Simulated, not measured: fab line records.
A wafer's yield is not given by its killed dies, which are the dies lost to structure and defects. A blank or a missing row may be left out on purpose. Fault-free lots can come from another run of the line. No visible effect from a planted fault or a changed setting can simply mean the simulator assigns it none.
fab line records | flow nandHarc
record lots=15 | wafers=45 | lastDay=33
route steps=1302 shown P_ZERO_WELL@18 P_STI@81 P_GATE@122
lots with no fault: from the same line, run without faults
startH: the number of hours between the record's first day and the start of the first shown wafer of the lot | waitH: time in hours since the lot's previous step | " unchanged from the row above | L1.1+2: a single row standing in for several wafers | - either no value or no given start | * or withheld: withheld | < > ~ a bound
route shown NAME@n: names a module that has steps shown in the file, with the first one's number in the route | usual: mean/standard deviation of fault-free wafers | same: alike in all rows | chamber/n: place in a boat | sites: each site's reading | _std_site: standard deviation across them | _edge_site: inner sites' mean taken away from outer sites' mean | radiusMm: for every site, how far away it sits from the centre of the wafer | mask NAME#n: copy n | behind: tool/chamber where the wafer was last shaped | hold: what put the lot on hold/how long, in hours/how the hold closed | device: whichever transistor did not switch (one of n, p or np) | end of line: the tests these same wafers got at the end of their route | for a step that has no rows: nothing shown but its recipe | killed: count of dies lost to structure and defects at first sort (not the wafer's yield) | map: shows each die of a wafer: x if killed, . if not, _ if none is there
set.NAME: setting as actually run; set.NAME@STEP: the setting as run at that earlier step | model.NAME: the simulator's own value behind a step, which no gauge read
route steps across a sampled set of lots; one table per step, one row per wafer
services: the hour from which a tool's chamber was out of use, counted from the record's first day as startH (under 0 if before that day), plus the number of hours and why
## steps
# step NHARC_P_ZERO_WELL_ETCH_62
# recipe targetDepthA=130 | timeS=6.5 | chf3FlowSccm=50 | arFlowSccm=200 | rfW=500 | biasW=200 | chemistry=CHF3/Ar
# usual drypumpMotorCurrentA=5.84/0.27 | mfcArSccm=200.0/0.58 | oesProductAu=0.956/0.018 | rfVppV=370.6/2.5 | showerheadPlenumPTorr=2.35/0.11 | throttleValvePct=20.216/0.0084
lot.wafer | tool       | chamber | startH | waitH | drypumpMotorCurrentA | mfcArSccm | oesProductAu | rfHoursCounterH | rfVppV | showerheadPlenumPTorr | throttleValvePct
L238.1    | rieDiel-03 | 0       | -      | -     | 5.98                 | 201.2     | 0.986        | 11              | 370.1  | 2.37                  | 20.211
L238.2    | "          | 1       | "      | "     | 5.98                 | 199.9     | 0.941        | 10              | 375.0  | 2.53                  | 20.224
L238.4    | "          | 2       | "      | "     | 6.09                 | 200.1     | 0.953        | 9               | 367.5  | 2.22                  | 20.222
L240.2    | rieDiel-03 | 2       | -      | -     | 6.10                 | 199.9     | 0.915        | 17              | 368.8  | 2.22                  | 20.209
L240.4    | "          | 3       | "      | "     | 5.77                 | 199.5     | 0.940        | 17              | 372.8  | 2.45                  | 20.224
L240.3    | "          | 0       | "      | "     | 5.97                 | 200.6     | 0.947        | 19              | 371.1  | 2.37                  | 20.222
L241.1    | rieDiel-13 | 0       | -      | -     | 5.36                 | 199.8     | 0.966        | 23              | 369.9  | 2.33                  | 20.204
L241.6    | "          | 0       | "      | "     | 5.34                 | 198.7     | 0.978        | -               | 372.0  | 2.33                  | 20.235
L241.5    | "          | 1       | "      | "     | 5.64                 | 198.9     | 0.946        | -               | 371.0  | 2.38                  | 20.203
L243.3    | rieDiel-03 | 1       | -      | -     | 5.98                 | 200.0     | 0.954        | 27              | 373.9  | 2.52                  | 20.223
L243.6    | "          | 0       | "      | "     | 5.98                 | 200.7     | 0.975        | -               | 370.5  | 2.36                  | 20.219
L243.5    | "          | 1       | "      | "     | 5.91                 | 200.0     | 0.947        | -               | 375.4  | 2.52                  | 20.206
L244.1    | rieDiel-02 | 2       | -      | -     | 5.57                 | 199.4     | 0.964        | 11              | 367.8  | 2.24                  | 20.215
L244.2    | "          | 0       | "      | "     | 5.62                 | 199.4     | 0.932        | 12              | 369.6  | 2.28                  | 20.213
L244.5    | "          | 2       | "      | "     | 5.59                 | 200.0     | 0.948        | -               | 368.0  | 2.24                  | 20.219
L245.4    | rieDiel-03 | 3       | -      | -     | 5.76                 | 200.2     | 0.929        | 33              | 371.5  | 2.45                  | 20.221
L245.3    | "          | 0       | "      | "     | 5.93                 | 200.1     | 0.946        | 33              | 372.7  | 2.36                  | 20.217
L245.5    | "          | 3       | "      | "     | 5.78                 | 199.7     | 0.937        | -               | 373.7  | 2.45                  | 20.239
L246.2    | rieDiel-02 | 3       | -      | -     | 5.64                 | 200.0     | 0.968        | 17              | 370.2  | 2.29                  | 20.213
L246.1    | "          | 0       | "      | "     | 5.63                 | 201.0     | 0.930        | 18              | 367.5  | 2.28                  | 20.233
L246.6    | "          | 2       | "      | "     | 5.58                 | 199.9     | 0.935        | -               | 368.1  | 2.24                  | 20.213
L247.4    | rieDiel-03 | 2       | -      | -     | 6.10                 | 200.3     | 0.961        | 41              | 368.0  | 2.21                  | 20.223
L247.1    | "          | 1       | "      | "     | 5.93                 | 199.2     | 0.939        | 41              | 373.7  | 2.52                  | 20.212
L247.5    | "          | 2       | "      | "     | 6.08                 | 200.0     | 0.958        | -               | 367.9  | 2.21                  | 20.210
L250.3    | rieDiel-13 | 0       | -      | -     | 5.37                 | 200.2     | 0.919        | 51              | 370.8  | 2.32                  | 20.218
L250.2    | "          | 1       | "      | "     | 5.62                 | 199.8     | 0.940        | 46              | 371.7  | 2.37                  | 20.193
L250.4    | "          | 2       | "      | "     | 6.26                 | 199.4     | 0.971        | 50              | 369.6  | 2.27                  | 20.209
L251.2    | rieDiel-02 | 1       | -      | -     | 6.09                 | 200.4     | 0.966        | 32              | 374.1  | 2.52                  | 20.220
L251.3    | "          | 0       | "      | "     | 5.63                 | 200.7     | 0.962        | 31              | 368.4  | 2.27                  | 20.202
L251.6    | "          | 2       | "      | "     | 5.62                 | 200.2     | 0.958        | -               | 366.8  | 2.23                  | 20.209
L256.3    | rieDiel-02 | 3       | -      | -     | 5.68                 | 200.3     | 0.988        | 45              | 369.2  | 2.28                  | 20.226
L256.4    | "          | 0       | "      | "     | 5.60                 | 200.1     | 0.960        | 49              | 369.4  | 2.27                  | 20.202
L256.5    | "          | 2       | "      | "     | 5.59                 | 199.5     | 0.957        | -               | 368.5  | 2.23                  | 20.210
L257.2    | rieDiel-03 | 3       | -      | -     | 5.77                 | 200.1     | 0.984        | 15              | 372.8  | 2.43                  | 20.225
L257.3    | "          | 1       | "      | "     | 5.96                 | 199.0     | 0.972        | 16              | 374.0  | 2.51                  | 20.215
L257.5    | "          | 3       | "      | "     | 5.77                 | 199.7     | 0.983        | -               | 372.5  | 2.43                  | 20.220
L259.3    | rieDiel-02 | 2       | -      | -     | 5.57                 | 200.2     | 0.957        | 1               | 366.4  | 2.23                  | 20.211
L259.6    | "          | 0       | "      | "     | 5.61                 | 200.0     | 0.959        | -               | 369.0  | 2.26                  | 20.211
L259.5    | "          | 1       | "      | "     | 6.08                 | 200.7     | 0.972        | -               | 374.9  | 2.51                  | 20.212
L260.1    | rieDiel-03 | 2       | -      | -     | 6.10                 | 198.6     | 0.960        | 27              | 367.4  | 2.20                  | 20.218
L260.3    | "          | 3       | "      | "     | 5.76                 | 199.5     | 0.963        | 26              | 372.9  | 2.43                  | 20.226
L260.5    | "          | 1       | "      | "     | 5.92                 | 199.9     | 0.984        | -               | 373.5  | 2.50                  | 20.204
L261.2    | rieDiel-02 | 2       | -      | -     | 5.59                 | 200.6     | 0.956        | 10              | 366.7  | 2.22                  | 20.206
L261.4    | "          | 3       | "      | "     | 5.64                 | 199.2     | 0.948        | 6               | 369.5  | 2.28                  | 20.221
L261.3    | "          | 0       | "      | "     | 5.62                 | 200.3     | 0.933        | 7               | 368.0  | 2.26                  | 20.216
# step NHARC_P_ZERO_WELL_RTA_42
# recipe tempC=1100 | timeS=300
# usual annealTempCMax=1104.5/1.3 | lampPowerPct=37/3.5 | lamp_zone_5_pct=37/3.5 | wafer_temp_C_max=1104.3/0.91
lot.wafer | tool         | chamber | startH | waitH | annealTempCMax | lampPowerPct | lamp_zone_5_pct | wafer_temp_C_max
L238.1    | rtpAnneal-01 | 0       | 26.92  | -     | 1105.0         | 42           | 42              | 1105.8
L238.2    | "            | 0       | "      | "     | 1106.3         | 42           | 42              | 1104.1
L238.4    | "            | 0       | "      | "     | 1105.3         | 42           | 42              | 1104.0
L240.2    | rtpAnneal-01 | 0       | 47.00  | -     | 1105.5         | 42           | 42              | 1103.8
L240.3    | "            | 0       | "      | "     | 1105.8         | 42           | 42              | 1105.6
L240.4    | "            | 0       | "      | "     | 1106.5         | 42           | 42              | 1105.8
L241.1    | rtpAnneal-01 | 0       | 56.89  | -     | 1106.9         | 42           | 42              | 1104.5
L241.5    | "            | 0       | "      | "     | 1105.9         | 42           | 42              | 1106.5
L241.6    | "            | 0       | "      | "     | 1107.1         | 42           | 42              | 1103.4
L243.3    | rtpAnneal-02 | 0       | 79.46  | -     | 1103.1         | 35           | 35              | 1103.4
L243.5    | "            | 0       | "      | "     | 1104.2         | 35           | 35              | 1105.0
L243.6    | "            | 0       | "      | "     | 1103.9         | 35           | 35              | 1104.3
L244.1    | rtpAnneal-02 | 0       | 87.04  | -     | 1103.8         | 35           | 35              | 1104.0
L244.2    | "            | 0       | "      | "     | 1103.9         | 35           | 35              | 1103.0
L244.5    | "            | 0       | "      | "     | 1103.8         | 35           | 35              | 1104.1
L245.3    | rtpAnneal-01 | 0       | 96.87  | -     | 1104.7         | 42           | 42              | 1103.6
L245.4    | "            | 0       | "      | "     | 1105.2         | 42           | 42              | 1103.7
L245.5    | "            | 0       | "      | "     | 1108.4         | 42           | 42              | 1104.3
L246.1    | rtpAnneal-02 | 0       | 106.91 | -     | 1103.8         | 35           | 35              | 1105.6
L246.2    | "            | 0       | "      | "     | 1103.1         | 35           | 35              | 1103.2
L246.6    | "            | 0       | "      | "     | 1103.4         | 35           | 35              | 1104.8
L247.1    | rtpAnneal-02 | 0       | 116.75 | -     | 1103.9         | 35           | 35              | 1104.3
L247.4    | "            | 0       | "      | "     | 1104.0         | 35           | 35              | 1103.7
L247.5    | "            | 0       | "      | "     | 1104.0         | 35           | 35              | 1104.2
L250.2    | rtpAnneal-02 | 0       | 146.76 | -     | 1105.3         | 35           | 35              | 1104.7
L250.3    | "            | 0       | "      | "     | 1103.6         | 35           | 35              | 1103.5
L250.4    | "            | 0       | "      | "     | 1103.7         | 35           | 35              | 1103.0
L251.2    | rtpAnneal-01 | 0       | 156.76 | -     | 1105.8         | 42           | 42              | 1105.5
L251.3    | "            | 0       | "      | "     | 1106.7         | 42           | 42              | 1104.4
L251.6    | "            | 0       | "      | "     | 1108.7         | 42           | 42              | 1104.8
L256.3    | rtpAnneal-02 | 0       | 206.90 | -     | 1103.1         | 35           | 35              | 1105.2
L256.4    | "            | 0       | "      | "     | 1103.1         | 35           | 35              | 1104.2
L256.5    | "            | 0       | "      | "     | 1104.5         | 35           | 35              | 1105.7
L257.2    | rtpAnneal-02 | 0       | 217.10 | -     | 1104.2         | 35           | 35              | 1104.3
L257.3    | "            | 0       | "      | "     | 1104.0         | 35           | 35              | 1106.4
L257.5    | "            | 0       | "      | "     | 1103.6         | 35           | 35              | 1103.6
L259.3    | rtpAnneal-01 | 0       | 237.05 | -     | 1105.7         | 42           | 42              | 1105.6
L259.5    | "            | 0       | "      | "     | 1103.9         | 42           | 42              | 1104.5
L259.6    | "            | 0       | "      | "     | 1105.0         | 42           | 42              | 1105.3
L260.1    | rtpAnneal-02 | 0       | 247.36 | -     | 1104.5         | 35           | 35              | 1104.0
L260.3    | "            | 0       | "      | "     | 1103.0         | 35           | 35              | 1105.3
L260.5    | "            | 0       | "      | "     | 1104.2         | 35           | 35              | 1104.4
L261.2    | rtpAnneal-02 | 0       | 256.77 | -     | 1102.4         | 35           | 35              | 1103.2
L261.3    | "            | 0       | "      | "     | 1102.4         | 35           | 35              | 1104.4
L261.4    | "            | 0       | "      | "     | 1102.5         | 35           | 35              | 1103.3
# step NHARC_P_STI_PEB_07
# recipe pebTempC=128 | pebTimeS=80
# usual heaterPowerTotalW=189.7/0.77 | plateTempC=127.98/0.14
lot.wafer | tool          | chamber | startH | waitH | heaterPowerTotalW | plateTempC
L238.1    | lithoTrack-02 | 0       | 44.62  | 0.1   | 188.9             | 127.89
L238.2    | "             | 0       | "      | "     | 190.9             | 128.13
L238.4    | "             | 0       | "      | "     | 190.4             | 127.95
L240.2    | lithoTrack-07 | 0       | 63.10  | 0.1   | 188.5             | 128.02
L240.3    | "             | 0       | "      | "     | 190.5             | 128.15
L240.4    | "             | 0       | "      | "     | 189.4             | 128.11
L241.1    | lithoTrack-02 | 0       | 75.66  | 0.1   | 189.1             | 127.83
L241.5    | "             | 0       | "      | "     | 189.4             | 127.91
L241.6    | "             | 0       | "      | "     | 189.7             | 127.79
L243.3    | lithoTrack-05 | 0       | 95.01  | 0.0   | 188.9             | 128.03
L243.5    | "             | 0       | "      | "     | 189.0             | 128.02
L243.6    | "             | 0       | "      | "     | 190.0             | 127.82
L244.1    | lithoTrack-02 | 0       | 103.93 | 0.1   | 189.5             | 127.94
L244.2    | "             | 0       | "      | "     | 188.7             | 128.06
L244.5    | "             | 0       | "      | "     | 189.3             | 127.94
L245.3    | lithoTrack-02 | 0       | 113.74 | 0.1   | 189.1             | 128.00
L245.4    | "             | 0       | "      | "     | 189.9             | 128.06
L245.5    | "             | 0       | "      | "     | 190.6             | 128.06
L246.1    | lithoTrack-02 | 0       | 124.98 | 0.1   | 188.7             | 127.71
L246.2    | "             | 0       | "      | "     | 188.5             | 127.60
L246.6    | "             | 0       | "      | "     | 188.6             | 127.80
L247.1    | lithoTrack-05 | 0       | 132.61 | 0.1   | 189.7             | 127.99
L247.4    | "             | 0       | "      | "     | 189.0             | 128.23
L247.5    | "             | 0       | "      | "     | 190.0             | 128.09
L250.2    | lithoTrack-05 | 0       | 164.98 | 0.1   | 190.4             | 128.05
L250.3    | "             | 0       | "      | "     | 188.8             | 128.05
L250.4    | "             | 0       | "      | "     | 189.6             | 127.98
L251.2    | lithoTrack-07 | 0       | 173.64 | 0.1   | 189.9             | 127.92
L251.3    | "             | 0       | "      | "     | 190.7             | 128.12
L251.6    | "             | 0       | "      | "     | 189.7             | 127.84
L256.3    | lithoTrack-02 | 0       | 225.01 | 0.1   | 189.5             | 127.83
L256.4    | "             | 0       | "      | "     | 189.8             | 128.00
L256.5    | "             | 0       | "      | "     | 189.6             | 127.79
L257.2    | lithoTrack-02 | 0       | 237.00 | 0.1   | 184.0             | 125.52
L257.3    | "             | 0       | "      | "     | 186.0             | 125.63
L257.5    | "             | 0       | "      | "     | 184.4             | 125.67
L259.3    | lithoTrack-02 | 0       | 253.58 | 0.1   | 184.6             | 125.51
L259.5    | "             | 0       | "      | "     | 185.0             | 125.56
L259.6    | "             | 0       | "      | "     | 184.3             | 125.62
L260.1    | lithoTrack-02 | 0       | 262.91 | 0.1   | 186.2             | 125.70
L260.3    | "             | 0       | "      | "     | 186.1             | 125.70
L260.5    | "             | 0       | "      | "     | 185.5             | 125.54
L261.2    | lithoTrack-07 | 0       | 273.43 | 0.1   | 189.7             | 127.93
L261.3    | "             | 0       | "      | "     | 190.8             | 127.96
L261.4    | "             | 0       | "      | "     | 188.9             | 128.03
# step NHARC_P_STI_CD_MEAS_09
# recipe targetCdNm=200 | landingEnergyEv=500
# usual cdNm=200/3.6
lot.wafer | tool     | chamber | startH | waitH | hold                    | cdNm
L238.1    | cdSem-01 | 0       | 44.70  | -     | -                       | 196
L238.2    | "        | 0       | "      | "     | -                       | 198
L238.4    | "        | 0       | "      | "     | -                       | 198
L240.2    | cdSem-02 | 0       | 63.19  | -     | -                       | 204
L240.3    | "        | 0       | "      | "     | -                       | 202
L240.4    | "        | 0       | "      | "     | -                       | 197
L241.1    | cdSem-01 | 0       | 75.74  | -     | -                       | 205
L241.5    | "        | 0       | "      | "     | -                       | 202
L241.6    | "        | 0       | "      | "     | -                       | 200
L243.3    | cdSem-01 | 0       | 95.10  | -     | -                       | 194
L243.5    | "        | 0       | "      | "     | -                       | 194
L243.6    | "        | 0       | "      | "     | -                       | 195
L244.1    | cdSem-01 | 0       | 104.01 | -     | -                       | 199
L244.2    | "        | 0       | "      | "     | -                       | 199
L244.5    | "        | 0       | "      | "     | -                       | 203
L245.3    | cdSem-01 | 0       | 113.84 | -     | -                       | 201
L245.4    | "        | 0       | "      | "     | -                       | 198
L245.5    | "        | 0       | "      | "     | -                       | 197
L246.1    | cdSem-02 | 0       | 125.06 | -     | -                       | 200
L246.2    | "        | 0       | "      | "     | -                       | 206
L246.6    | "        | 0       | "      | "     | -                       | 209
L247.1    | cdSem-02 | 0       | 132.69 | -     | -                       | 195
L247.4    | "        | 0       | "      | "     | -                       | 195
L247.5    | "        | 0       | "      | "     | -                       | 198
L250.2    | cdSem-03 | 0       | 165.06 | -     | -                       | 198
L250.3    | "        | 0       | "      | "     | -                       | 199
L250.4    | "        | 0       | "      | "     | -                       | 199
L251.2    | cdSem-03 | 0       | 173.72 | -     | -                       | 196
L251.3    | "        | 0       | "      | "     | -                       | 198
L251.6    | "        | 0       | "      | "     | -                       | 202
L256.3    | cdSem-02 | 0       | 225.10 | -     | -                       | 198
L256.4    | "        | 0       | "      | "     | -                       | 198
L256.5    | "        | 0       | "      | "     | -                       | 205
L257.2    | cdSem-01 | 0       | 237.09 | -     | awaitDispo/0.2h/release | 185
L257.3    | "        | 0       | "      | "     | awaitDispo/0.2h/release | 182
L257.5    | "        | 0       | "      | "     | awaitDispo/0.2h/release | 181
L257.2    | cdSem-01 | 0       | -      | -     | -                       | 184
L257.3    | "        | 0       | "      | "     | -                       | 182
L257.5    | "        | 0       | "      | "     | -                       | 180
L259.3    | cdSem-01 | 0       | 253.67 | -     | awaitDispo/0.2h/release | 179
L259.5    | "        | 0       | "      | "     | awaitDispo/0.2h/release | 179
L259.6    | "        | 0       | "      | "     | awaitDispo/0.2h/release | 186
L259.3    | cdSem-01 | 0       | -      | -     | -                       | 179
L259.5    | "        | 0       | "      | "     | -                       | 179
L259.6    | "        | 0       | "      | "     | -                       | 186
L260.1    | cdSem-02 | 0       | 262.99 | -     | awaitDispo/0.2h/release | 181
L260.3    | "        | 0       | "      | "     | awaitDispo/0.2h/release | 182
L260.5    | "        | 0       | "      | "     | awaitDispo/0.2h/release | 181
L260.1    | cdSem-02 | 0       | -      | -     | -                       | 181
L260.3    | "        | 0       | "      | "     | -                       | 182
L260.5    | "        | 0       | "      | "     | -                       | 181
L261.2    | cdSem-01 | 0       | 273.52 | -     | -                       | 196
L261.3    | "        | 0       | "      | "     | -                       | 205
L261.4    | "        | 0       | "      | "     | -                       | 204
# step NHARC_P_STI_OCD_MEAS_17
# usual trenchDepthNm=300/5.3 | trenchFootCdNm=158/3.6
lot.wafer | tool   | chamber | startH | waitH | hold                    | trenchDepthNm | trenchFootCdNm
L238.1    | ocd-02 | -       | 45.48  | 0.1   | -                       | 295           | 155
L238.2    | "      | -       | "      | "     | -                       | 297           | 157
L238.4    | "      | -       | "      | "     | -                       | 304           | 156
L240.2    | ocd-02 | -       | 63.97  | 0.1   | -                       | 305           | 161
L240.3    | "      | -       | "      | "     | -                       | 307           | 160
L240.4    | "      | -       | "      | "     | -                       | 292           | 157
L241.1    | ocd-01 | -       | 76.53  | 0.1   | -                       | 300           | 162
L241.5    | "      | -       | "      | "     | -                       | 291           | 161
L241.6    | "      | -       | "      | "     | -                       | 301           | 157
L243.3    | ocd-02 | -       | 95.88  | 0.1   | -                       | 297           | 153
L243.5    | "      | -       | "      | "     | -                       | 298           | 152
L243.6    | "      | -       | "      | "     | -                       | 305           | 153
L244.1    | ocd-02 | -       | 104.80 | 0.1   | -                       | 295           | 157
L244.2    | "      | -       | "      | "     | -                       | 301           | 157
L244.5    | "      | -       | "      | "     | -                       | 299           | 161
L245.3    | ocd-01 | -       | 114.65 | 0.1   | -                       | 290           | 161
L245.4    | "      | -       | "      | "     | -                       | 297           | 157
L245.5    | "      | -       | "      | "     | -                       | 302           | 155
L246.1    | ocd-02 | -       | 125.84 | 0.1   | -                       | 290           | 159
L246.2    | "      | -       | "      | "     | -                       | 302           | 163
L246.6    | "      | -       | "      | "     | -                       | 300           | 167
L247.1    | ocd-01 | -       | 133.47 | 0.1   | -                       | 302           | 153
L247.4    | "      | -       | "      | "     | -                       | 307           | 152
L247.5    | "      | -       | "      | "     | -                       | 300           | 156
L250.2    | ocd-02 | -       | 165.85 | 0.1   | -                       | 308           | 155
L250.3    | "      | -       | "      | "     | -                       | 294           | 158
L250.4    | "      | -       | "      | "     | -                       | 298           | 157
L251.2    | ocd-01 | -       | 174.52 | 0.1   | -                       | 303           | 153
L251.3    | "      | -       | "      | "     | -                       | 292           | 158
L251.6    | "      | -       | "      | "     | -                       | 303           | 159
L256.3    | ocd-02 | -       | 225.88 | 0.1   | -                       | 297           | 156
L256.4    | "      | -       | "      | "     | -                       | 294           | 157
L256.5    | "      | -       | "      | "     | -                       | 297           | 164
L257.2    | ocd-02 | -       | 246.03 | 5.3   | awaitDispo/0.2h/release | 302           | 142
L257.3    | "      | -       | "      | "     | awaitDispo/0.2h/release | 302           | 140
L257.5    | "      | -       | "      | "     | awaitDispo/0.2h/release | 301           | 138
L257.2    | ocd-02 | -       | 246.20 | 0.2   | -                       | 303           | 142
L257.3    | "      | -       | "      | "     | -                       | 301           | 140
L257.5    | "      | -       | "      | "     | -                       | 301           | 138
L259.3    | ocd-01 | -       | 260.85 | 3.1   | awaitDispo/0.2h/release | 300           | 137
L259.5    | "      | -       | "      | "     | awaitDispo/0.2h/release | 303           | 136
L259.6    | "      | -       | "      | "     | awaitDispo/0.2h/release | 309           | 143
L259.3    | ocd-01 | -       | 261.03 | 0.2   | -                       | 300           | 137
L259.5    | "      | -       | "      | "     | -                       | 303           | 137
L259.6    | "      | -       | "      | "     | -                       | 310           | 143
L260.1    | ocd-02 | -       | 269.58 | 2.0   | awaitDispo/0.2h/release | 293           | 140
L260.3    | "      | -       | "      | "     | awaitDispo/0.2h/release | 300           | 140
L260.5    | "      | -       | "      | "     | awaitDispo/0.2h/release | 295           | 140
L260.1    | ocd-02 | -       | 269.76 | 0.2   | -                       | 293           | 140
L260.3    | "      | -       | "      | "     | -                       | 301           | 140
L260.5    | "      | -       | "      | "     | -                       | 295           | 140
L261.2    | ocd-01 | -       | 274.33 | 0.1   | -                       | 292           | 155
L261.3    | "      | -       | "      | "     | -                       | 300           | 163
L261.4    | "      | -       | "      | "     | -                       | 300           | 162
# step NHARC_P_GATE_CD_MEAS_11
# recipe targetCdNm=1640 | landingEnergyEv=500
# usual cdNm=1640.5/2
lot.wafer | tool     | chamber | startH | waitH | cdNm
L238.1    | cdSem-01 | 0       | 78.67  | -     | 1643.0
L238.2    | "        | 0       | "      | "     | 1641.1
L238.4    | "        | 0       | "      | "     | 1641.6
L240.2    | cdSem-03 | 0       | 102.36 | -     | 1639.3
L240.3    | "        | 0       | "      | "     | 1642.4
L240.4    | "        | 0       | "      | "     | 1640.0
L241.1    | cdSem-02 | 0       | 111.92 | -     | 1638.6
L241.5    | "        | 0       | "      | "     | 1642.1
L241.6    | "        | 0       | "      | "     | 1640.0
L244.1    | cdSem-03 | 0       | 135.26 | -     | 1639.4
L244.2    | "        | 0       | "      | "     | 1643.3
L244.5    | "        | 0       | "      | "     | 1637.8
L243.3    | cdSem-01 | 0       | 135.30 | -     | 1640.6
L243.5    | "        | 0       | "      | "     | 1643.1
L243.6    | "        | 0       | "      | "     | 1638.8
L245.3    | cdSem-02 | 0       | 153.38 | -     | 1644.5
L245.4    | "        | 0       | "      | "     | 1639.5
L245.5    | "        | 0       | "      | "     | 1641.1
L246.1    | cdSem-01 | 0       | 165.41 | -     | 1645.1
L246.2    | "        | 0       | "      | "     | 1640.6
L246.6    | "        | 0       | "      | "     | 1641.7
L247.1    | cdSem-03 | 0       | 170.14 | -     | 1642.2
L247.4    | "        | 0       | "      | "     | 1642.4
L247.5    | "        | 0       | "      | "     | 1642.8
L250.2    | cdSem-03 | 0       | 201.96 | -     | 1640.4
L250.3    | "        | 0       | "      | "     | 1639.9
L250.4    | "        | 0       | "      | "     | 1638.3
L251.2    | cdSem-02 | 0       | 209.10 | -     | 1638.3
L251.3    | "        | 0       | "      | "     | 1636.3
L251.6    | "        | 0       | "      | "     | 1640.3
L256.3    | cdSem-02 | 0       | 261.61 | -     | 1637.6
L256.4    | "        | 0       | "      | "     | 1640.2
L256.5    | "        | 0       | "      | "     | 1640.3
L257.2    | cdSem-03 | 0       | 275.23 | -     | 1639.2
L257.3    | "        | 0       | "      | "     | 1639.0
L257.5    | "        | 0       | "      | "     | 1640.2
L259.3    | cdSem-01 | 0       | 288.02 | -     | 1636.4
L259.5    | "        | 0       | "      | "     | 1639.5
L259.6    | "        | 0       | "      | "     | 1639.2
L260.1    | cdSem-03 | 0       | 304.61 | -     | 1641.3
L260.3    | "        | 0       | "      | "     | 1638.3
L260.5    | "        | 0       | "      | "     | 1641.5
L261.2    | cdSem-01 | 0       | 310.67 | -     | 1641.4
L261.3    | "        | 0       | "      | "     | 1640.2
L261.4    | "        | 0       | "      | "     | 1642.8
## services
tool          | chamber | startH | hours | kind
rtpAnneal-02  | -       | 12.00  | 12.0  | pm
rieDiel-02    | -       | 25.77  | 0.3   | repair
rieDiel-02    | -       | 26.46  | 0.1   | repair
rieDiel-02    | 1       | 30.51  | 18.0  | repair
rieDiel-03    | -       | 37.32  | 2.5   | repair
rieDiel-02    | -       | 39.81  | 9.0   | pm
rieDiel-03    | 2       | 50.64  | 8.7   | repair
lithoTrack-02 | -       | 52.00  | 7.0   | pm
lithoTrack-07 | -       | 76.00  | 7.0   | pm
rieDiel-13    | 3       | 80.01  | 13.7  | repair
rieDiel-02    | 1       | 86.64  | 2.2   | repair
lithoTrack-05 | -       | 124.00 | 7.0   | pm
rieDiel-02    | 3       | 137.90 | 3.8   | repair
rieDiel-02    | 3       | 142.98 | 4.2   | repair
rieDiel-03    | 2       | 154.62 | 9.7   | repair
rieDiel-03    | -       | 160.34 | 9.0   | pm
rieDiel-13    | -       | 165.67 | 9.0   | pm
rieDiel-03    | 0       | 192.77 | 6.0   | repair
rieDiel-02    | 1       | 204.14 | 16.0  | repair
rieDiel-02    | -       | 216.81 | 9.0   | pm
lithoTrack-02 | -       | 227.00 | 7.0   | pm
rieDiel-03    | 3       | 233.18 | 4.3   | repair
lithoTrack-07 | -       | 251.00 | 7.0   | pm
rieDiel-13    | 2       | 256.24 | 3.6   | repair
## key
firstSign step=NHARC_P_STI_PEB_07 | reading=plateTempC | direction=down | sigmas=18 | usual=* | struck=*
effect step=NHARC_P_STI_PEB_07 | reading=heaterPowerTotalW | direction=down | sigmas=6 | usual=* | struck=*
effect step=NHARC_P_STI_CD_MEAS_09 | reading=visit | direction=added | through=controlLoop
effect step=NHARC_P_STI_CD_MEAS_09 | reading=cdNm | direction=down | sigmas=5.1 | usual=200 | struck=182 | through=controlLoop
effect step=NHARC_P_STI_OCD_MEAS_17 | reading=visit | direction=added | through=controlLoop
effect step=NHARC_P_STI_OCD_MEAS_17 | reading=trenchFootCdNm | direction=down | sigmas=5.1 | usual=158 | struck=139 | through=controlLoop
metAt NHARC_P_STI_PEB_07
struckLots L257,L259,L260
sortLeftOut L257.2,L257.3,L257.5,L259.3,L259.5,L259.6,L260.1,L260.3,L260.5
testerLeftOut L257,L259,L260
loopTrim step=NHARC_P_STI_EXPOSE_06 | setting=dose | lots=L260
notActingAt NHARC_P_ZERO_WELL_ETCH_62,NHARC_P_ZERO_WELL_RTA_42,NHARC_P_GATE_CD_MEAS_11
onsetBetween 225.01 237.00
fault kind=processParameterDrift | tool=lithoTrack-02 | chamber=- | onsetH=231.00 | steps=NHARC_P_STI_PEB_07 | channel=pebTempC | offset=* | shape=step | endH=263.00 | actsIn=* | stated=*
# testerLeftOut: of these lots the tester's yield and bins aren't shown, on N5 and GAA mostly nor the transistor test; their killed dies are dies lost to structure and defects alone, not to doping, threshold or leakage, so they don't give the yield
# sortLeftOut: the simulated sort isn't trusted on such a fault, so these wafers' sort isn't shown, and their yield isn't known
# loopTrim: a control loop set the setting to another value than it would have without faults
